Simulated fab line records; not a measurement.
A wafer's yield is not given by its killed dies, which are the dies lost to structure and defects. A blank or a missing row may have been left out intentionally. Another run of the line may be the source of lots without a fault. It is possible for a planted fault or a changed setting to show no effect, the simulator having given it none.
2 desks, one fault | flow n5Finfet | only its own numbers are on each desk; what lay behind them is given at the end

FROM THE METROLOGY DESK
What the gauges read for every lot (on any tool): the sampled wafers with a number, averaged. If a lot's mean is further than 4 standard deviations from the usual mean, the lot is out of limits and carries the mark OUT (the distance appears in the brackets). 7 of its 20 readings are shown: the first one out of limits and those lying furthest out on some lot.
Columns: A = IOFF_N_LONG at N5_BEOL_M4_RC_MEAS_101, usual 5.47e-05 nA/um; B = IOFF_P_LONG at N5_BEOL_M4_RC_MEAS_101, usual 0.000104 nA/um; C = ION_N at N5_BEOL_M4_RC_MEAS_101, usual 671 uA/um; D = VT_N at N5_BEOL_M4_RC_MEAS_101, usual 250 mV; E = VT_N_LONG at N5_BEOL_M4_RC_MEAS_101, usual 275.1 mV; F = VT_N_LVT at N5_BEOL_M4_RC_MEAS_101, usual 98 mV; G = VT_P_LONG at N5_BEOL_M4_RC_MEAS_101, usual -275 mV
lot  | first seen here | A                   | B        | C   | D              | E                | F              | G
L834 | day 4 14:03     | 5.51e-05            | 0.000112 | 662 | 251            | 275.0            | 101            | -274
L836 | day 5 05:23     | 5.32e-05            | 0.000109 | 660 | 253            | 276.4            | 101            | -275
L838 | day 5 10:14     | 5.56e-05            | 0.000116 | 673 | 248            | 272.0            | 98             | -272
L839 | day 5 14:00     | 5.44e-05            | 0.000101 | 672 | 250            | 274.3            | 98             | -275
L840 | day 5 19:55     | 5.71e-05            | 0.000119 | 660 | 252            | 275.2            | 101            | -272
L841 | day 6 01:21     | 5.37e-05            | 0.000099 | 653 | 253            | 277.0            | 104            | -277
L843 | day 6 17:42     | 5.48e-05            | 0.000095 | 686 | 245            | 276.0            | 94             | -277
L852 | day 8 21:10     | 4.17e-05 (-5.0) OUT | 0.000129 | 607 | 274 (+5.7) OUT | 295.4 (+8.8) OUT | 121 (+5.0) OUT | -268
L854 | day 9 11:15     | 3.80e-05 (-6.4) OUT | 0.000121 | 616 | 273 (+5.6) OUT | 301.6 (+12) OUT  | 122 (+5.1) OUT | -271
L855 | day 9 15:28     | 5.33e-05            | 0.000097 | 669 | 248            | 276.4            | 97             | -275
This desk's finding: out of limits on L852, L854; first on L852, day 13 09:28 (IOFF_N_LONG at N5_BEOL_M4_RC_MEAS_101). L834, L836, L838, L839, L840, L841, L843, L855 stayed within limits.

AT THE TOOL OWNER'S DESK: aldMetal-03
The tool's own readings at N5_HKMG_FIN_NWFM_ALD_20 (deposits TiAlC, target thk 2 nm, pulse time 3 s, purge time 2 s): means of the sampled wafers that have a number, for each lot that ran on this tool. If a lot's mean is further than 4 standard deviations from the usual mean, the lot is out of limits and carries the mark OUT (the distance appears in the brackets).
Columns: A = heaterPowerW at N5_HKMG_FIN_NWFM_ALD_20, usual 465 W; B = precursorPulseHeightRel at N5_HKMG_FIN_NWFM_ALD_20, usual 1.003
lot  | first seen here | A   | B
L836 | day 5 07:30     | 438 | 0.990
L841 | day 6 03:27     | 490 | 0.999
L852 | day 8 23:19     | 452 | 1.010
L854 | day 9 13:21     | 444 | 1.028
This desk's verdict: no lot among the 4 shows anything out of limits.

BROUGHT TOGETHER
An alarm was possible from the metrology desk at day 13 09:28, on L852, L854.
The desk of the tool owner found nothing out of limits.
The tool owner's desk has L852, L854 on record, within its limits.
Every lot named ran N5_HKMG_FIN_NWFM_ALD_20 on aldMetal-03.

WHAT THE SIMULATOR HAD PUT IN
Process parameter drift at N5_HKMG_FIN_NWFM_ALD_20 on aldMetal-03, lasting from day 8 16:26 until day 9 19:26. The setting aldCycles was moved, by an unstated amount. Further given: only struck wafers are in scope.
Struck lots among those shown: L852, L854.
Time in hours between the start of the fault and the first out-of-limits reading at each desk: metrology desk, 113.
